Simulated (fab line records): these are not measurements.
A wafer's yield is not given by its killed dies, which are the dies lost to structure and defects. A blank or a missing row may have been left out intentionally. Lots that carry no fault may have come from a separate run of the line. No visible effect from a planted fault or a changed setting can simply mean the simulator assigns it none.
Which tool was responsible? + flow nandHarc + 22 lots with 66 wafers sampled at 6 steps, on a route of 1302 steps

== WHAT THE GAUGES SHOWED, per wafer ==
The record holds no reading of a measuring or inspecting step that can be judged against a usual standard deviation.

== EACH LOT AND THE TOOL THAT RAN IT (in order: tool; ch and the chambers of the sampled wafers; start) ==
| lot  | NHARC_A_STAIRCASE_ETCH_273                   | NHARC_A_STAIRCASE_DEP_301       | NHARC_A_STAIRCASE_CMP_152     | NHARC_A_STAIRCASE_ETCHBACK_422    | NHARC_A_STAIRCASE_STRIP_475                  | NHARC_A_SGD_CUT_DESCUM_14         |
|------|----------------------------------------------|---------------------------------|-------------------------------|-----------------------------------|----------------------------------------------|-----------------------------------|
| L074 | rieDiel-12 ch 0,1,3, day 16 23:55 or earlier | pecvd-01 ch 0,2, day 16 23:55   | cmp-01 ch 0,2,3, day 19 00:05 | rieDiel-04 ch 0,2,3, day 19 00:34 | rieDiel-04 ch 0,1,2, day 19 03:13 or earlier | rieDiel-13 ch 0,2,3, day 19 03:13 |
| L075 | rieDiel-12 ch 0,2,3, day 17 04:53 or earlier | pecvd-04 ch 0,1, day 17 04:53   | cmp-03 ch 2,3, day 19 05:14   | rieDiel-04 ch 1,2, day 19 05:42   | rieDiel-04 ch 1,2,3, day 19 07:55 or earlier | rieDiel-10 ch 0,1, day 19 07:55   |
| L076 | rieDiel-01 ch 1,2,3, day 17 09:55 or earlier | pecvd-02 ch 0,1,2, day 17 09:55 | cmp-04 ch 1,2, day 19 05:02   | rieDiel-04 ch 0,1, day 19 05:29   | rieDiel-12 ch 1,2,3, day 19 07:45 or earlier | rieDiel-13 ch 0,2, day 19 07:45   |
| L077 | rieDiel-12 ch 0,2,3, day 18 13:13 or earlier | pecvd-01 ch 0,1, day 18 13:13   | cmp-03 ch 0,1,3, day 20 16:53 | rieDiel-01 ch 0,1, day 20 17:29   | rieDiel-01 ch 1,3, day 20 20:51 or earlier   | rieDiel-13 ch 1, day 20 20:51     |
| L078 | rieDiel-12 ch 0,1, day 18 23:55 or earlier   | pecvd-02 ch 0,1, day 18 23:55   | cmp-04 ch 2,3, day 20 21:45   | rieDiel-01 ch 1,3, day 20 22:13   | rieDiel-01 ch 0,1,2, day 21 00:26 or earlier | rieDiel-10 ch 1,3, day 21 00:26   |
| L079 | rieDiel-12 ch 0,2,3, day 19 03:41 or earlier | pecvd-01 ch 0,1,2, day 19 03:41 | cmp-03 ch 0,2,3, day 21 00:45 | rieDiel-12 ch 0,1,3, day 21 01:13 | rieDiel-12 ch 1,2,3, day 21 03:37 or earlier | rieDiel-05 ch 0,1,2, day 21 03:37 |
| L080 | rieDiel-01 ch 0,1,3, day 19 07:17 or earlier | pecvd-02 ch 0,1,2, day 19 07:17 | cmp-03 ch 1,2,3, day 21 04:59 | rieDiel-04 ch 1,2, day 21 05:26   | rieDiel-12 ch 0,1, day 21 07:40 or earlier   | rieDiel-13 ch 1,2, day 21 07:40   |
| L081 | rieDiel-12 ch 0,1,2, day 19 23:23 or earlier | pecvd-02 ch 1,2, day 19 23:23   | cmp-03 ch 0,1,3, day 21 20:43 | rieDiel-12 ch 1,2, day 21 21:10   | rieDiel-04 ch 0,1,3, day 21 23:36 or earlier | rieDiel-05 ch 0,2, day 21 23:36   |
| L083 | rieDiel-04 ch 0,3, day 20 22:13 or earlier   | pecvd-04 ch 1,2, day 20 22:13   | cmp-01 ch 2,3, day 22 21:26   | rieDiel-01 ch 0,3, day 22 21:54   | rieDiel-12 ch 0,1, day 23 00:01 or earlier   | rieDiel-05 ch 0,1,2, day 23 00:01 |
| L085 | rieDiel-01 ch 2,3, day 22 00:11 or earlier   | pecvd-02 ch 0,1, day 22 00:11   | cmp-04 ch 1,3, day 24 02:01   | rieDiel-04 ch 0,2,3, day 24 02:28 | rieDiel-12 ch 0,3, day 24 03:03              | rieDiel-05 ch 0,2,3, day 24 04:49 |
| L086 | rieDiel-12 ch 0,1,2, day 22 04:59 or earlier | pecvd-01 ch 1,2, day 22 04:59   | cmp-03 ch 0,1, day 24 09:31   | rieDiel-12 ch 0,2,3, day 24 10:01 | rieDiel-12 ch 1,3, day 24 12:13 or earlier   | rieDiel-10 ch 1,3, day 24 12:13   |
| L087 | rieDiel-01 ch 0,2,3, day 22 15:12 or earlier | pecvd-04 ch 0,1,2, day 22 15:12 | cmp-04 ch 1,2,3, day 24 18:40 | rieDiel-01 ch 1,2,3, day 24 19:06 | rieDiel-04 ch 1,3, day 24 21:20 or earlier   | rieDiel-05 ch 1,2,3, day 24 21:20 |
| L089 | rieDiel-01 ch 0,1,3, day 23 08:20 or earlier | pecvd-04 ch 0,1, day 23 08:20   | cmp-01 ch 0,1,2, day 25 15:19 | rieDiel-04 ch 0,1,2, day 25 15:47 | rieDiel-01 ch 0,2,3, day 25 17:53 or earlier | rieDiel-10 ch 0,2,3, day 25 17:53 |
| L090 | rieDiel-04 ch 2,3, day 23 13:55 or earlier   | pecvd-02 ch 0,1,2, day 23 13:55 | cmp-03 ch 0,1, day 26 00:22   | rieDiel-12 ch 0,3, day 26 00:50   | rieDiel-01 ch 0,1,3, day 26 03:04 or earlier | rieDiel-13 ch 2,3, day 26 03:04   |
| L088 | rieDiel-04 ch 1,2,3, day 23 15:46 or earlier | pecvd-01 ch 0,1, day 23 15:46   | cmp-04 ch 0,1, day 26 00:10   | rieDiel-04 ch 1,2,3, day 26 00:39 | rieDiel-04 ch 0,1,2, day 26 02:52 or earlier | rieDiel-05 ch 0,1,2, day 26 02:52 |
| L092 | rieDiel-01 ch 0,1,2, day 24 04:53 or earlier | pecvd-01 ch 0,2, day 24 04:53   | cmp-04 ch 1,2, day 26 11:11   | rieDiel-01 ch 1,3, day 26 11:38   | rieDiel-04 ch 2,3, day 26 13:51 or earlier   | rieDiel-10 ch 1,2,3, day 26 13:51 |
| L091 | rieDiel-01 ch 0,2,3, day 24 05:38 or earlier | pecvd-02 ch 0,1,2, day 24 05:38 | cmp-01 ch 0,2,3, day 26 11:30 | rieDiel-01 ch 0,2,3, day 26 11:58 | rieDiel-12 ch 1,2, day 26 14:09 or earlier   | rieDiel-13 ch 0,3, day 26 14:09   |
| L093 | rieDiel-01 ch 1,2, day 24 09:03 or earlier   | pecvd-02 ch 0,2, day 24 09:03   | cmp-04 ch 0,1, day 26 11:46   | rieDiel-01 ch 1,2, day 26 12:13   | rieDiel-12 ch 0,2, day 26 14:26 or earlier   | rieDiel-05 ch 2,3, day 26 14:26   |
| L095 | rieDiel-12 ch 0,1,2, day 25 20:32 or earlier | pecvd-01 ch 0,1,2, day 25 20:32 | cmp-04 ch 0,1,3, day 27 20:33 | rieDiel-12 ch 0,3, day 27 21:01   | rieDiel-12 ch 0,1,2, day 27 23:08 or earlier | rieDiel-05 ch 1,2, day 27 23:08   |
| L094 | rieDiel-04 ch 1,2,3, day 25 22:51 or earlier | pecvd-01 ch 0,2, day 25 22:51   | cmp-04 ch 1,2,3, day 27 20:49 | rieDiel-04 ch 0,2, day 27 21:15   | rieDiel-01 ch 1,2,3, day 27 23:34 or earlier | rieDiel-13 ch 1,2,3, day 27 23:34 |
| L096 | rieDiel-12 ch 0,2,3, day 26 05:34 or earlier | pecvd-04 ch 0,2, day 26 05:34   | cmp-01 ch 1,2,3, day 28 07:28 | rieDiel-01 ch 0,2, day 28 07:56   | rieDiel-12 ch 0,1,3, day 28 10:22 or earlier | rieDiel-05 ch 0,2,3, day 28 10:22 |
| L097 | rieDiel-12 ch 0,1,2, day 26 07:51 or earlier | pecvd-02 ch 1,2, day 26 07:51   | cmp-01 ch 1,2,3, day 28 06:11 | rieDiel-12 ch 0,2,3, day 28 06:40 | rieDiel-12 ch 0,1,3, day 28 09:05 or earlier | rieDiel-13 ch 0,1,3, day 28 09:05 |
- NHARC_A_STAIRCASE_ETCH_273: etches the open film in C4F8/O2/Ar, target depth 10200 nm, time 2468.6 s.
- NHARC_A_STAIRCASE_DEP_301: deposits SiON, target thk 30 nm.
- NHARC_A_STAIRCASE_CMP_152: polishes.
- NHARC_A_STAIRCASE_ETCHBACK_422: etches the open film in CH3F/O2, target depth 40 nm, time 74.286 s.
- NHARC_A_STAIRCASE_STRIP_475: strips in O2, time 20 s.
- NHARC_A_SGD_CUT_DESCUM_14: chemistry O2, time 3 s.

== WHAT THE TOOLS THEMSELVES READ (means of the sampled wafers that have a number; where no wafer has one, the mark that the record gives instead) ==
NHARC_A_STAIRCASE_ETCH_273.
| lot  | tool       | biasW (W) | oesProductAu (a.u.) | rfFwdPowerW (W) | rfVppV (V) |
|------|------------|-----------|---------------------|-----------------|------------|
| L074 | rieDiel-12 | 2995      | 0.930               | 600.8           | 1839       |
| L075 | rieDiel-12 | 3006      | 0.943               | 600.5           | 1833       |
| L076 | rieDiel-01 | 3008      | 0.931               | 600.6           | 1825       |
| L077 | rieDiel-12 | 2997      | 0.939               | 598.9           | 1832       |
| L078 | rieDiel-12 | 2991      | 0.941               | 600.4           | 1844       |
| L079 | rieDiel-12 | 2983      | 0.934               | 600.7           | 1832       |
| L080 | rieDiel-01 | 3005      | 0.947               | 601.6           | 1827       |
| L081 | rieDiel-12 | 2998      | 0.956               | 601.3           | 1836       |
| L083 | rieDiel-04 | 2987      | 0.939               | 599.9           | 1821       |
| L085 | rieDiel-01 | 2997      | 0.946               | 599.5           | 1816       |
| L086 | rieDiel-12 | 3003      | 0.942               | 600.4           | 1835       |
| L087 | rieDiel-01 | 2997      | 0.937               | 599.1           | 1822       |
| L089 | rieDiel-01 | 3006      | 0.949               | 600.5           | 1825       |
| L090 | rieDiel-04 | 2998      | 0.933               | 599.6           | 1820       |
| L088 | rieDiel-04 | 3001      | 0.941               | 599.5           | 1824       |
| L092 | rieDiel-01 | 2998      | 0.935               | 600.0           | 1829       |
| L091 | rieDiel-01 | 3012      | 0.931               | 600.5           | 1820       |
| L093 | rieDiel-01 | 3001      | 0.937               | 600.6           | 1831       |
| L095 | rieDiel-12 | 2996      | 0.943               | 601.4           | 1834       |
| L094 | rieDiel-04 | 2998      | 0.953               | 600.8           | 1836       |
| L096 | rieDiel-12 | 2998      | 0.931               | 600.5           | 1830       |
| L097 | rieDiel-12 | 2997      | 0.943               | 599.7           | 1834       |

NHARC_A_STAIRCASE_DEP_301.
| lot  | tool     | heaterPowerW (W) | rfFwdPowerW (W) |
|------|----------|------------------|-----------------|
| L074 | pecvd-01 | 786              | 347.7           |
| L075 | pecvd-04 | 658              | 349.2           |
| L076 | pecvd-02 | 632              | 348.7           |
| L077 | pecvd-01 | 794              | 348.1           |
| L078 | pecvd-02 | 630              | 347.4           |
| L079 | pecvd-01 | 815              | 348.7           |
| L080 | pecvd-02 | 661              | 347.0           |
| L081 | pecvd-02 | 657              | 348.1           |
| L083 | pecvd-04 | 646              | 349.3           |
| L085 | pecvd-02 | 667              | 347.1           |
| L086 | pecvd-01 | 795              | 348.9           |
| L087 | pecvd-04 | 690              | 348.7           |
| L089 | pecvd-04 | 701              | 349.9           |
| L090 | pecvd-02 | 644              | 348.2           |
| L088 | pecvd-01 | 737              | 349.1           |
| L092 | pecvd-01 | 821              | 348.9           |
| L091 | pecvd-02 | 634              | 348.2           |
| L093 | pecvd-02 | 653              | 348.6           |
| L095 | pecvd-01 | 737              | 347.7           |
| L094 | pecvd-01 | 804              | 349.2           |
| L096 | pecvd-04 | 752              | 349.2           |
| L097 | pecvd-02 | 652              | 347.6           |

NHARC_A_STAIRCASE_CMP_152.
| lot  | tool   | motorCurrentA (A) | slurryFilterDpKPa (kPa) |
|------|--------|-------------------|-------------------------|
| L074 | cmp-01 | 12.9              | 13.59                   |
| L075 | cmp-03 | 14.4              | 13.40                   |
| L076 | cmp-04 | 12.1              | 13.49                   |
| L077 | cmp-03 | 11.8              | 13.56                   |
| L078 | cmp-04 | 11.2              | 13.47                   |
| L079 | cmp-03 | 12.8              | 13.49                   |
| L080 | cmp-03 | 12.4              | 13.48                   |
| L081 | cmp-03 | 11.6              | 13.59                   |
| L083 | cmp-01 | 13.5              | 13.64                   |
| L085 | cmp-04 | 12.1              | 13.56                   |
| L086 | cmp-03 | 11.9              | 13.32                   |
| L087 | cmp-04 | 12.1              | 13.44                   |
| L089 | cmp-01 | 12.8              | 13.60                   |
| L090 | cmp-03 | 10.9              | 13.67                   |
| L088 | cmp-04 | 13.4              | 13.54                   |
| L092 | cmp-04 | 12.2              | 13.39                   |
| L091 | cmp-01 | 13.1              | 13.49                   |
| L093 | cmp-04 | 13.2              | 13.41                   |
| L095 | cmp-04 | 12.9              | 13.40                   |
| L094 | cmp-04 | 12.0              | 13.50                   |
| L096 | cmp-01 | 12.5              | 13.46                   |
| L097 | cmp-01 | 12.8              | 13.50                   |

NHARC_A_STAIRCASE_ETCHBACK_422.
| lot  | tool       | biasW (W) | drypumpMotorCurrentA (A) | oesProductAu (a.u.) | rfFwdPowerW (W) | rfVppV (V) | showerheadPlenumPTorr (Torr) | throttleValvePct (%) |
|------|------------|-----------|--------------------------|---------------------|-----------------|------------|------------------------------|----------------------|
| L074 | rieDiel-04 | 99.99     | 5.7                      | 1.01                | 497.3           | 245.1      | 2.52                         | 20.666               |
| L075 | rieDiel-04 | 99.89     | 5.3                      | 0.93                | 494.0           | 245.9      | 2.56                         | 20.664               |
| L076 | rieDiel-04 | 99.92     | 6.4                      | 0.93                | 495.1           | 245.9      | 2.58                         | 20.672               |
| L077 | rieDiel-01 | 99.87     | 5.6                      | 1.01                | 493.8           | 245.6      | 2.53                         | 20.671               |
| L078 | rieDiel-01 | 100.10    | 5.7                      | 0.93                | 494.5           | 242.7      | 2.40                         | 20.661               |
| L079 | rieDiel-12 | 99.89     | 5.9                      | 0.95                | 494.4           | 246.5      | 2.58                         | 20.666               |
| L080 | rieDiel-04 | 100.26    | 5.3                      | 0.94                | 493.3           | 246.2      | 2.55                         | 20.655               |
| L081 | rieDiel-12 | 99.73     | 5.5                      | 0.92                | 494.3           | 244.3      | 2.46                         | 20.657               |
| L083 | rieDiel-01 | 99.75     | 5.8                      | 1.01                | 496.7           | 242.6      | 2.37                         | 20.667               |
| L085 | rieDiel-04 | 99.91     | 5.8                      | 1.00                | 495.0           | 246.2      | 2.64                         | 20.665               |
| L086 | rieDiel-12 | 100.08    | 5.8                      | 0.92                | 495.0           | 244.9      | 2.50                         | 20.668               |
| L087 | rieDiel-01 | 99.88     | 5.7                      | 0.99                | 496.3           | 242.8      | 2.42                         | 20.657               |
| L089 | rieDiel-04 | 100.07    | 5.8                      | 1.01                | 495.4           | 245.8      | 2.55                         | 20.661               |
| L090 | rieDiel-12 | 99.80     | 6.1                      | 0.92                | 494.9           | 246.5      | 2.58                         | 20.670               |
| L088 | rieDiel-04 | 99.68     | 5.5                      | 1.01                | 494.4           | 245.9      | 2.56                         | 20.659               |
| L092 | rieDiel-01 | 99.91     | 5.7                      | 1.00                | 495.5           | 243.6      | 2.38                         | 20.666               |
| L091 | rieDiel-01 | 99.97     | 5.8                      | 1.00                | 494.1           | 243.8      | 2.39                         | 20.669               |
| L093 | rieDiel-01 | 100.20    | 5.8                      | 0.99                | 495.3           | 244.6      | 2.45                         | 20.657               |
| L095 | rieDiel-12 | 100.07    | 6.1                      | 1.00                | 495.0           | 246.0      | 2.57                         | 20.661               |
| L094 | rieDiel-04 | 99.88     | 6.2                      | 0.92                | 496.9           | 245.6      | 2.61                         | 20.661               |
| L096 | rieDiel-01 | 99.89     | 5.8                      | 0.99                | 495.3           | 243.9      | 2.43                         | 20.657               |
| L097 | rieDiel-12 | 100.19    | 5.7                      | 1.00                | 494.8           | 244.3      | 2.49                         | 20.659               |

NHARC_A_STAIRCASE_STRIP_475.
| lot  | tool       | drypumpMotorCurrentA (A) | oesProductAu (a.u.) | rfVppV (V) | showerheadPlenumPTorr (Torr) | throttleValvePct (%) |
|------|------------|--------------------------|---------------------|------------|------------------------------|----------------------|
| L074 | rieDiel-04 | 5.9                      | 1.011               | 57.7       | 3.68                         | 17.037               |
| L075 | rieDiel-04 | 5.5                      | 1.002               | 58.6       | 3.51                         | 17.023               |
| L076 | rieDiel-12 | 5.6                      | 1.007               | 57.9       | 3.59                         | 17.041               |
| L077 | rieDiel-01 | 5.6                      | 1.012               | 58.3       | 3.55                         | 17.032               |
| L078 | rieDiel-01 | 5.7                      | 1.005               | 56.9       | 3.56                         | 17.043               |
| L079 | rieDiel-12 | 5.6                      | 1.001               | 57.6       | 3.58                         | 17.037               |
| L080 | rieDiel-12 | 6.1                      | 0.991               | 58.5       | 3.75                         | 17.027               |
| L081 | rieDiel-04 | 6.0                      | 1.000               | 56.6       | 3.51                         | 17.045               |
| L083 | rieDiel-12 | 6.0                      | 0.991               | 58.1       | 3.72                         | 17.038               |
| L085 | rieDiel-12 | 6.1                      | 1.005               | 57.8       | 3.70                         | 17.021               |
| L086 | rieDiel-12 | 5.8                      | 1.006               | 58.2       | 3.66                         | 17.046               |
| L087 | rieDiel-04 | 5.6                      | 1.006               | 58.2       | 3.69                         | 17.034               |
| L089 | rieDiel-01 | 5.8                      | 0.992               | 58.0       | 3.44                         | 17.037               |
| L090 | rieDiel-01 | 5.7                      | 0.994               | 57.7       | 3.50                         | 17.035               |
| L088 | rieDiel-04 | 5.8                      | 0.998               | 58.0       | 3.65                         | 17.036               |
| L092 | rieDiel-04 | 5.2                      | 1.004               | 58.6       | 3.75                         | 17.040               |
| L091 | rieDiel-12 | 5.5                      | 0.994               | 58.2       | 3.51                         | 17.033               |
| L093 | rieDiel-12 | 6.0                      | 1.005               | 58.5       | 3.65                         | 17.034               |
| L095 | rieDiel-12 | 5.8                      | 1.002               | 58.2       | 3.62                         | 17.034               |
| L094 | rieDiel-01 | 5.8                      | 0.999               | 57.8       | 3.47                         | 17.031               |
| L096 | rieDiel-12 | 5.9                      | 1.006               | 57.9       | 3.66                         | 17.044               |
| L097 | rieDiel-12 | 5.9                      | 0.998               | 58.1       | 3.66                         | 17.040               |

NHARC_A_SGD_CUT_DESCUM_14.
| lot  | tool       | drypumpMotorCurrentA (A) | oesProductAu (a.u.) | rfVppV (V) | showerheadPlenumPTorr (Torr) | throttleValvePct (%) |
|------|------------|--------------------------|---------------------|------------|------------------------------|----------------------|
| L074 | rieDiel-13 | 6.1                      | 0.998               | 56.7       | 1.88                         | 11.311               |
| L075 | rieDiel-10 | 5.6                      | 1.013               | 58.5       | 1.92                         | 11.306               |
| L076 | rieDiel-13 | 5.8                      | 1.004               | 57.5       | 1.85                         | 11.316               |
| L077 | rieDiel-13 | 5.1                      | 0.993               | 58.1       | 2.03                         | 11.311               |
| L078 | rieDiel-10 | 5.9                      | 1.003               | 57.6       | 1.96                         | 11.306               |
| L079 | rieDiel-05 | 5.6                      | 1.008               | 57.6       | 1.86                         | 11.314               |
| L080 | rieDiel-13 | 5.2                      | 1.003               | 57.2       | 1.97                         | 11.310               |
| L081 | rieDiel-05 | 5.1                      | 1.009               | 57.5       | 1.90                         | 11.321               |
| L083 | rieDiel-05 | 5.5                      | 1.011               | 58.0       | 1.86                         | 11.312               |
| L085 | rieDiel-05 | 5.3                      | 1.004               | 57.2       | 1.90                         | 11.309               |
| L086 | rieDiel-10 | 5.9                      | 0.986               | 59.1       | 1.96                         | 11.303               |
| L087 | rieDiel-05 | 5.7                      | 1.009               | 58.1       | 1.85                         | 11.311               |
| L089 | rieDiel-10 | 6.0                      | 1.003               | 57.2       | 1.89                         | 11.307               |
| L090 | rieDiel-13 | 6.0                      | 0.992               | 58.6       | 1.92                         | 11.315               |
| L088 | rieDiel-05 | 5.5                      | 0.994               | 57.6       | 1.86                         | 11.315               |
| L092 | rieDiel-10 | 5.9                      | 0.999               | 58.1       | 1.92                         | 11.312               |
| L091 | rieDiel-13 | 6.4                      | 0.996               | 57.8       | 1.91                         | 11.313               |
| L093 | rieDiel-05 | 5.5                      | 0.990               | 58.1       | 1.89                         | 11.318               |
| L095 | rieDiel-05 | 5.6                      | 1.013               | 57.9       | 1.83                         | 11.308               |
| L094 | rieDiel-13 | 5.5                      | 0.998               | 58.8       | 1.95                         | 11.318               |
| L096 | rieDiel-05 | 5.3                      | 0.985               | 58.0       | 1.90                         | 11.326               |
| L097 | rieDiel-13 | 6.0                      | 1.004               | 57.7       | 1.94                         | 11.317               |

== THE ANSWER, worked out from the rows above alone ==
Rule: usual is defined by the lots themselves. Put in order of their means at a reading, lots are off if they are a third of the lots or fewer, leave a main group of 4 or more, and stand apart from it by a gap of 3 or more times the standard deviation of the main group's means; of several such gaps the widest counts. If all means in a main group match to the digits the tables above print for the reading, that group is not used. A lot without any number at a reading at which 4 lots or more have one is off too. Where the step has rows for the other lots, those lots are counted as sound. The gauges are gone through in route order, then the tools' own readings, and for those a lot's mean is taken as printed above. At the first step where some lot is off, the reading lying furthest off is the one used; lots without a number count as furthest.
Nothing can be told from this: no lot is off at any reading shown.

== WHAT THE SIMULATOR HAD INSERTED ==
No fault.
